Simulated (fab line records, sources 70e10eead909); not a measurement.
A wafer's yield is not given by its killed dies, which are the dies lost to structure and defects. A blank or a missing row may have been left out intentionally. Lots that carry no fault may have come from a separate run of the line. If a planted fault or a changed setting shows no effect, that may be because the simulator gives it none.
One fault seen from 2 desks + flow nandHarc + each desk holds nothing but its own numbers, with what lay behind them at the end

## AT THE TOOL OWNER'S DESK: rieMetal-02
The tool's own readings at NHARC_THIN_TSV_ETCH_59 (etches the open film in Cl2/BCl3, target depth 880 nm, time 138.1 s): means of the sampled wafers that have a number, for each lot that ran on this tool. Marked OUT: a lot whose mean sits more than 4 standard deviations from the usual mean, which makes it out of limits; the brackets give that distance.
Columns: A = chamberPressureMTorr at NHARC_THIN_TSV_ETCH_59, usual 10.001 mTorr; B = drypumpMotorCurrentA at NHARC_THIN_TSV_ETCH_59, usual 5.9 A; C = oesProductAu at NHARC_THIN_TSV_ETCH_59, usual 0.996 a.u.; D = runLengthS at NHARC_THIN_TSV_ETCH_59, usual 159.5 s; E = throttleValvePct at NHARC_THIN_TSV_ETCH_59, usual 22.264 %
| lot  | first seen here | A      | B   | C     | D                      | E      |
|------|-----------------|--------|-----|-------|------------------------|--------|
| L952 | day 24 19:52    | 10.000 | 6.1 | 1.003 | 159.5                  | 22.258 |
| L954 | day 25 00:25    | 10.006 | 5.8 | 0.998 | 159.6                  | 22.262 |
| L956 | day 25 18:20    | 9.996  | 5.8 | 1.002 | 159.4                  | 22.268 |
| L958 | day 26 17:50    | 10.005 | 5.8 | 0.986 | 159.5                  | 22.260 |
| L966 | day 30 01:34    | 10.001 | 5.2 | 0.990 | 61.9 (-99 or more) OUT | 22.269 |
| L967 | day 30 08:22    | 10.007 | 5.5 | 0.997 | 94.5 (-99 or more) OUT | 22.263 |
| L973 | day 33 16:22    | 9.991  | 5.5 | 0.998 | 159.6                  | 22.265 |
This desk's verdict: out of limits on L966, L967, starting with L966 at day 30 01:34 (runLengthS at NHARC_THIN_TSV_ETCH_59). In limits: L952, L954, L956, L958, L973.

## THE DEFECT DESK
Per lot, the means of the sampled wafers with a number show what the inspections along the route counted. Marked OUT: a lot whose mean sits more than 4 standard deviations from the usual mean, which makes it out of limits; the brackets give that distance.
Columns: A = rawDefectCount at NHARC_THIN_TSV_INSPECT_40, usual 554
| lot  | first seen here | A   |
|------|-----------------|-----|
| L953 | day 24 22:34    | 561 |
| L955 | day 24 22:34    | 577 |
| L952 | day 25 03:17    | 556 |
| L954 | day 25 03:17    | 540 |
| L956 | day 26 01:20    | 555 |
| L957 | day 26 01:20    | 594 |
| L958 | day 26 23:40    | 744 |
| L959 | day 27 07:57    | 679 |
| L963 | day 29 23:16    | 474 |
| L966 | day 30 07:29    | 512 |
| L967 | day 30 15:59    | 454 |
| L972 | day 32 16:23    | 485 |
| L973 | day 33 23:07    | 527 |
| L975 | day 34 17:01    | 569 |
This desk found nothing out of limits on any of the 14 lots.

## PUT TOGETHER
The tool owner's desk could have raised an alarm at day 30 01:34, on L966, L967.
No out-of-limits result turned up at the defect desk.
The defect desk has L966, L967 on record, within its limits.
Of the lots named, all ran NHARC_THIN_TSV_ETCH_59 on rieMetal-02.

## WHAT THE SIMULATOR PUT IN
rieMetal-02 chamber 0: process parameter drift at NHARC_THIN_TSV_ETCH_59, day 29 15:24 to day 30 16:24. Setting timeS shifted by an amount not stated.
Struck lots among those shown: L966, L967.
Each desk's first reading out of limits, in hours after the fault started: the tool owner's desk, 10.
